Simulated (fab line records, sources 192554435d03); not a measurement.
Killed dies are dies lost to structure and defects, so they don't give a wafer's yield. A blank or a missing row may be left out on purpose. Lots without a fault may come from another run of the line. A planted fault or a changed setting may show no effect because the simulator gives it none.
fab line records | flow n5_finfet
record lots=6 wafers=16 last_day=17
route steps=1938 shown BEOL_M7@1314 PASSIVATION@1936
lots that met no fault: from a run of the same line without faults
start_h: hours from the record's first day to the start of the lot's first wafer shown | wait_h: hours since the lot's step before | " the same as in the row above | L1.1+2: a row that stands for several wafers | - no value, or no start given | * or withheld: withheld | < > ~ a bound
route shown NAME@n: a module of which the file shows steps, and the number in the route of the first | usual: mean/standard deviation of fault-free wafers | same: alike in all rows | chamber/n: place in a boat | sites: the reading at each site | _std_site: their standard deviation | _edge_site: outer sites' mean less inner sites' | radius_mm: how far each site lies from the wafer's centre | mask NAME#n: copy n | behind: the tool/chamber that last shaped the wafer | hold: why the lot was held/for how many hours/how that ended | device: the transistor (n, p or np) that didn't switch | end of line: the same wafers' tests at the end of the route | a step without rows: its recipe alone | killed: dies lost to structure and defects at the first sort, not the wafer's yield | map: a wafer's dies, x killed, . not, _ none there
set.NAME: the setting as run; set.NAME@STEP: as run at that earlier step | model.NAME: the simulator's own value behind a step, which no gauge read
lots at some steps of the route; a table a step, a row a wafer
services: from which hour (start_h, from the record's first day; less than 0 if before it) a tool's chamber was out of use, for how many hours, and why
## steps
# step N5_BEOL_M7_PRECLEAN_42
# recipe chemistry=residue_remover time_s=60 temp_c=40
# step N5_BEOL_M7_SRD_43
# recipe time_s=30 temp_c=23 rinse_liquid=diw dry=ipa_marangoni
# step N5_BEOL_M7_CD_MEAS_35
# recipe target_cd_nm=40 polarity=opening
# usual cd_nm=39.9/0.46
# columns lot.wafer tool chamber start_h wait_h cd_nm
L768.3 cd_sem-02 - 229.84 0.0 39.3
L768.6 " - " " 39.8
L772.3 cd_sem-03 - 260.88 0.0 40.0
L772.4 " - " " 39.6
L774.3 cd_sem-02 - 261.33 0.0 39.9
L774.4 " - " " 39.9
L774.5 " - " " 39.9
L777.1 cd_sem-03 - 298.73 0.0 39.6
L777.3 " - " " 39.3
L777.5 " - " " 40.1
L782.2 cd_sem-03 - 324.51 0.0 40.2
L782.4 " - " " 41.2
L782.6 " - " " 40.2
L785.3 cd_sem-02 - 337.23 0.0 39.5
L785.5 " - " " 40.0
L785.6 " - " " 39.9
# step N5_BEOL_M7_CURE_75
# recipe temp_c=370 time_s=120 ambient=DMADMS/He material=SiCOH_lowk
# step N5_BEOL_M7_DEGAS_44
# recipe ambient=vacuum temp_c=250 time_s=60
# step N5_BEOL_M7_PRE_CLEAN_45
# recipe gas=H2/He time_s=30 temp_c=250
# usual heater_power_w=335/39
# columns lot.wafer tool chamber start_h wait_h heater_power_w
L768.3 pvd_sputter-01 - 230.34 0.0 371
L768.6 " - " " 342
L774.3 pvd_sputter-03 - 261.98 0.0 335
L774.4 " - " " 351
L774.5 " - " " 295
L772.3 pvd_sputter-01 - 262.72 0.0 292
L772.4 " - " " 300
L777.1 pvd_sputter-02 - 300.23 0.0 332
L777.3 " - " " 360
L777.5 " - " " 408
L782.2 pvd_sputter-01 - 324.97 0.0 340
L782.4 " - " " 286
L782.6 " - " " 386
L785.3 pvd_sputter-01 - 337.85 0.0 350
L785.5 " - " " 335
L785.6 " - " " 282
# step N5_BEOL_M7_ALD_77
# recipe material=TaN target_thk_a=20 temp_c=275 ald_precursor_family=PDMAT ald_co_reactant=NH3 pressure_torr=3 carrier_flow_sccm=1500 pulse_time_s=2 purge_time_s=3 co_reactant_purge_time_s=2 co_reactant_pulse_time_s=3 ald_cycles=40 precursor_vessel_temp_c=75 precursor_vessel_pressure_torr=26.25 precursor_vessel_carrier_sccm=1000
# usual heater_power_w=398/47
# columns lot.wafer tool chamber start_h wait_h heater_power_w
L768.3 ald_metal-04 1 230.50 0.1 426
L768.6 " 2 " " 467
L774.3 ald_metal-04 3 262.04 0.0 353
L774.4 " 2 " " 459
L774.5 " 1 " " 435
L772.3 ald_metal-02 3 262.84 0.1 375
L772.4 " 2 " " 331
L777.1 ald_metal-02 1 300.41 0.2 391
L777.3 " 2 " " 325
L777.5 " 3 " " 367
L782.2 ald_metal-03 1 325.25 0.3 481
L782.4 " 3 " " 452
L782.6 " 3 " " 453
L785.3 ald_metal-03 2 338.14 0.3 485
L785.5 " 1 " " 480
L785.6 " 0 " " 416
# step N5_BEOL_M7_SURFACE_TREAT_79
# recipe gas=Ar time_s=* ion_energy_ev=* ion_current_ma_cm2=0.5 pressure_mtorr=* ar_flow_sccm=30
# usual ar_flow_sccm=30.00/0.085 throttle_valve_pct=*
# columns lot.wafer tool chamber start_h wait_h ar_flow_sccm throttle_valve_pct
L768.3 pvd_sputter-01 - 230.80 0.2 30.13 *
L768.6 " - " " 30.07 *
L774.3 pvd_sputter-03 - 262.66 0.5 30.02 *
L774.4 " - " " 30.04 *
L774.5 " - " " 30.25 *
L772.3 pvd_sputter-01 - 263.14 0.2 30.07 *
L772.4 " - " " 29.86 *
L777.1 pvd_sputter-02 - 300.81 0.3 29.95 *
L777.3 " - " " 29.98 *
L777.5 " - " " 30.00 *
L782.2 pvd_sputter-02 - 326.91 1.5 29.99 *
L782.4 " - " " 30.05 *
L782.6 " - " " 30.16 *
L785.3 pvd_sputter-03 - 339.05 0.8 30.06 *
L785.5 " - " " 30.10 *
L785.6 " - " " 29.95 *
# step N5_BEOL_M7_CVD_78
# recipe material=Co target_thk_a=20 temp_c=withheld precursor=CCTBA/H2 pressure_torr=30 time_s=142.3
# step N5_BEOL_M7_SPUTTER_48
# recipe material=Cu target_thk_a=100 temp_c=-20 bias_v=60 power_w=26000 chamber_pressure_pa=0.13 time_s=1.667
# usual throttle_valve_pct=29.4/1.1
# columns lot.wafer tool chamber start_h wait_h throttle_valve_pct
L768.3 pvd_sputter-02 - 231.04 0.1 29.5
L768.6 " - " " 27.8
L774.3 pvd_sputter-03 - 262.88 0.1 29.9
L774.4 " - " " 30.6
L774.5 " - " " 29.6
L772.3 pvd_sputter-01 - 263.38 0.1 30.3
L772.4 " - " " 31.3
L777.1 pvd_sputter-02 - 301.07 0.1 30.4
L777.3 " - " " 29.8
L777.5 " - " " 30.4
L782.2 pvd_sputter-02 - 327.13 0.1 29.8
L782.4 " - " " 30.4
L782.6 " - " " 29.7
L785.3 pvd_sputter-03 - 339.57 0.2 29.6
L785.5 " - " " 30.7
L785.6 " - " " 29.2
# step N5_BEOL_M7_ECD_50
# recipe material=Cu target_thk_a=3000
# step N5_BEOL_M7_ANNEAL_51
# recipe temp_c=225 time_s=90 ambient=N2
# usual wafer_temp_C_max=226.01/0.25
# columns lot.wafer tool chamber start_h wait_h wafer_temp_C_max
L768.3 rtp_anneal-02 0 231.48 0.3 225.84
L768.6 " 0 " " 225.83
L774.3 rtp_anneal-02 0 263.20 0.2 226.26
L774.4 " 0 " " 225.83
L774.5 " 0 " " 226.49
L772.3 rtp_anneal-01 0 263.68 0.1 226.09
L772.4 " 0 " " 226.20
L777.1 rtp_anneal-01 0 301.35 0.1 226.18
L777.3 " 0 " " 226.10
L777.5 " 0 " " 226.49
L782.2 rtp_anneal-01 0 327.62 0.3 226.41
L782.4 " 0 " " 226.26
L782.6 " 0 " " 226.24
L785.3 rtp_anneal-01 0 339.87 0.1 225.98
L785.5 " 0 " " 226.27
L785.6 " 0 " " 226.32
# step N5_BEOL_M7_CMP_52
# recipe stop_on=SiCOH_lowk t_overpolish_s=6.9 down_force_psi=1 platen_rpm=50 clearing_platen_down_force_psi=1.5 clearing_platen_rpm=50 post_cmp_clean=cu_alkaline target_thk_nm=80 clearing_platen_pad_velocity_m_s=0.99484 pad_velocity_m_s=0.99484
# usual barrier_field_endpoint_s=29.2/0.73 motor_current_A=6.3/0.44 overpolish_run_s=6.900/0.0089 slurry_flow_ml_min=150.0/0.43 time_to_endpoint_s=63.9/2.8
# columns lot.wafer tool chamber start_h wait_h barrier_field_endpoint_s motor_current_A overpolish_run_s slurry_flow_ml_min time_to_endpoint_s model.Cu_of_BEOL_M7_ECD_50.thk_nm
L768.3 cmp-02 3 231.71 0.2 17.3 6.2 6.887 149.9 40.5 76.6
L768.6 " 3 " " 31.4 6.2 6.915 149.5 70.5 78.6
L774.4 cmp-01 0 263.41 0.1 29.6 6.4 6.898 149.7 65.4 79.4
L774.3 " 1 " " 29.4 6.0 6.900 149.4 63.8 80.8
L774.5 " 0 " " 29.5 6.1 6.888 149.7 63.9 79.8
L772.3 cmp-02 1 263.93 0.2 16.1 6.8 6.900 150.4 34.7 75.4
L772.4 " 2 " " 30.2 6.7 6.903 150.3 64.1 81.2
L777.1 cmp-04 0 301.68 0.3 28.0 7.0 6.898 150.1 56.2 78.2
L777.3 " 2 " " 28.7 6.6 6.909 149.9 59.3 79
L777.5 " 0 " " 28.0 7.3 6.892 149.9 55.6 79.2
L782.2 cmp-02 3 327.93 0.3 30.0 5.7 6.905 150.5 66.2 78.6
L782.4 " 0 " " 30.3 5.4 6.900 151.0 65.6 79
L782.6 " 3 " " 29.6 5.8 6.899 149.8 66.8 78.4
L785.3 cmp-01 2 340.15 0.2 28.7 6.9 6.903 150.1 63.1 79.6
L785.6 " 0 " " 28.8 6.0 6.891 149.5 65.7 81
L785.5 " 1 " " 29.2 5.8 6.910 150.2 64.4 82
# step N5_PASSIVATION_PROBE_49
# usual defect_limited_yield=91.6/1.4 killed_at_M0_to_M3=35/10 killed_at_M4_up=13/5.3 killed_at_contacts=12/5.9 killed_at_front_end=36/9.9 killed_at_other=3.2/3 killed_dies=99/16 killed_open=66/12 killed_short=32/7.7 sort_bin_5_function=4.9/0.91 sort_bin_6_memory=3.2/0.65 sort_n_pass=1081/16 sort_yield_pct=91.6/1.4
# same gross_dies=1180 killed_at_back_side=0 sort_bin_4_leakage[%]=0 sort_bin_8_speed[%]=0
# columns lot.wafer tool chamber start_h wait_h defect_limited_yield[%] killed_at_M0_to_M3 killed_at_M4_up killed_at_contacts killed_at_front_end killed_at_other killed_dies killed_open killed_short sort_bin_5_function[%] sort_bin_6_memory[%] sort_n_pass sort_yield_pct[%]
L772.3 prober-01 - 340.43 0.7 92.8 28 9 5 40 3 85 61 24 3.5 3.6 1095 92.8
L772.4 prober-01 - 340.48 0.7 92.2 38 9 2 40 3 92 60 32 4.1 3.5 1088 92.2
L777.1 prober-01 - 376.19 0.0 92.4 25 8 20 35 2 90 61 29 4.2 2.9 1090 92.4
L777.3 prober-01 - 376.29 0.1 92.5 20 8 14 43 4 89 55 31 3.9 3.1 1091 92.5
L777.5 prober-01 - 376.39 0.2 92.4 28 16 15 28 3 90 67 22 4.2 3.4 1090 92.4
L782.2 prober-01 - 391.07 0.1 93.1 39 9 13 20 1 82 60 21 3.6 3.1 1098 93.1
L782.4 prober-01 - 391.17 0.2 91.3 44 18 16 21 4 103 67 35 5.0 3.4 1077 91.3
L782.6 prober-01 - 391.27 0.3 91.0 40 24 12 28 2 106 78 27 4.5 4.2 1074 91.0
# killed by level:class
L772.3 BEOL_M0_SAQP:geometric_particle:open=18 STI_FIN_REVEAL:geometric_particle:open=10 FIN_SAQP:geometric_particle:open=8 STARTING-WAFER:geometric_particle:open=8 BEOL_M0_SAQP:geometric_particle:short=7 BEOL_M4:geometric_particle:open=6 FIN_SAQP:geometric_particle:short=5 MOL_CONTACT_COAG:geometric_particle:open=5
L772.4 STI_FIN_REVEAL:geometric_particle:open=14 BEOL_M0_SAQP:geometric_particle:open=12 BEOL_M0_SAQP:geometric_particle:short=12 FIN_SAQP:geometric_particle:short=8 FIN_SAQP:geometric_particle:open=7 BEOL_M2:geometric_particle:open=5 BEOL_M1:geometric_particle:open=3 GATE_CUT:geometric_particle:open=3
L777.1 MOL_CONTACT_COAG:geometric_particle:open=14 BEOL_M2:geometric_particle:open=9 FIN_SAQP:geometric_particle:open=8 MOL_CONTACT_COAG:geometric_particle:short=6 GATE_CUT:geometric_particle:open=5 GATE_CUT:geometric_particle:short=4 BEOL_M2:geometric_particle:short=4 STARTING-WAFER:geometric_particle:short=4
L777.3 MOL_CONTACT_COAG:geometric_particle:open=12 GATE_CUT:geometric_particle:short=7 FIN_SAQP:geometric_particle:open=6 FIN_SAQP:geometric_particle:short=5 DUMMY_GATE:geometric_particle:open=5 GATE_CUT:geometric_particle:open=5 BEOL_M0_SAQP:geometric_particle:short=4 BEOL_M0_SAQP:geometric_particle:open=4
L777.5 MOL_CONTACT_COAG:geometric_particle:open=12 BEOL_M1:geometric_particle:open=9 BEOL_M5:geometric_particle:open=6 FIN_SAQP:geometric_particle:open=5 BEOL_M3:geometric_particle:open=5 STI_FIN_REVEAL:geometric_particle:open=4 GATE_CUT:geometric_particle:open=4 BEOL_M1:geometric_particle:short=4
L782.2 MOL_CONTACT_COAG:geometric_particle:open=11 BEOL_M2:geometric_particle:open=10 BEOL_M1:geometric_particle:open=8 BEOL_M3:geometric_particle:open=8 DUMMY_GATE:geometric_particle:open=5 BEOL_M0_SAQP:geometric_particle:open=5 STI_FIN_REVEAL:geometric_particle:open=4 BEOL_M3:geometric_particle:short=3
L782.4 BEOL_M0_SAQP:geometric_particle:short=16 MOL_CONTACT_COAG:geometric_particle:open=14 BEOL_M0_SAQP:geometric_particle:open=10 BEOL_M4:geometric_particle:open=10 STI_FIN_REVEAL:geometric_particle:open=8 BEOL_M2:geometric_particle:open=7 BEOL_M1:geometric_particle:open=5 BEOL_M3:geometric_particle:open=4
L782.6 BEOL_M4:geometric_particle:open=13 MOL_CONTACT_COAG:geometric_particle:open=12 BEOL_M1:geometric_particle:open=9 BEOL_M2:geometric_particle:open=9 BEOL_M3:geometric_particle:open=6 GATE_CUT:geometric_particle:short=5 BEOL_M4:geometric_particle:short=5 DUMMY_GATE:geometric_particle:open=4
## services
# columns tool chamber start_h hours kind
ald_metal-03 2 213.06 3.1 repair
cmp-01 - 220.40 2.2 repair
ald_metal-04 0 223.71 4.5 repair
ald_metal-04 0 228.27 5.0 repair
cmp-01 - 267.95 0.5 repair
cmp-01 - 290.35 14.0 repair
cmp-02 - 303.47 4.0 pm
pvd_sputter-02 - 306.31 3.3 repair
cmp-02 - 307.47 - consumable_replace:conditioner
cmp-02 - 307.47 - consumable_replace:pad
rtp_anneal-02 - 308.81 2.9 pm
ald_metal-04 - 323.55 6.0 pm
cmp-02 - 328.50 4.6 pm
ald_metal-02 1 330.46 5.7 repair
ald_metal-02 - 334.73 0.6 repair
cmp-02 - 336.45 5.1 repair
ald_metal-02 - 337.35 14.0 pm
ald_metal-02 0 337.35 14.0 vent_cycle
ald_metal-02 1 337.35 14.0 vent_cycle
ald_metal-02 2 337.35 14.0 vent_cycle
ald_metal-02 3 337.35 14.0 vent_cycle
## key
first_sign step=N5_BEOL_M7_CMP_52 reading=barrier_field_endpoint_s direction=down sigmas=17 usual=29.2 struck=16.7
effect step=N5_BEOL_M7_CMP_52 reading=time_to_endpoint_s direction=down sigmas=9.4 usual=* struck=*
model_effect step=N5_BEOL_M7_CMP_52 value=Cu_of_BEOL_M7_ECD_50.thk_nm without=78.4 struck=76
met_at N5_BEOL_M7_CMP_52
struck_wafers L768.3,L772.3
fault kind=process_parameter_drift tool=cmp-02 chamber=- onset_h=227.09 steps=N5_BEOL_M7_CMP_52 channel=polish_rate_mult offset=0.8 shape=step end_h=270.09 scope=struck_wafers_only
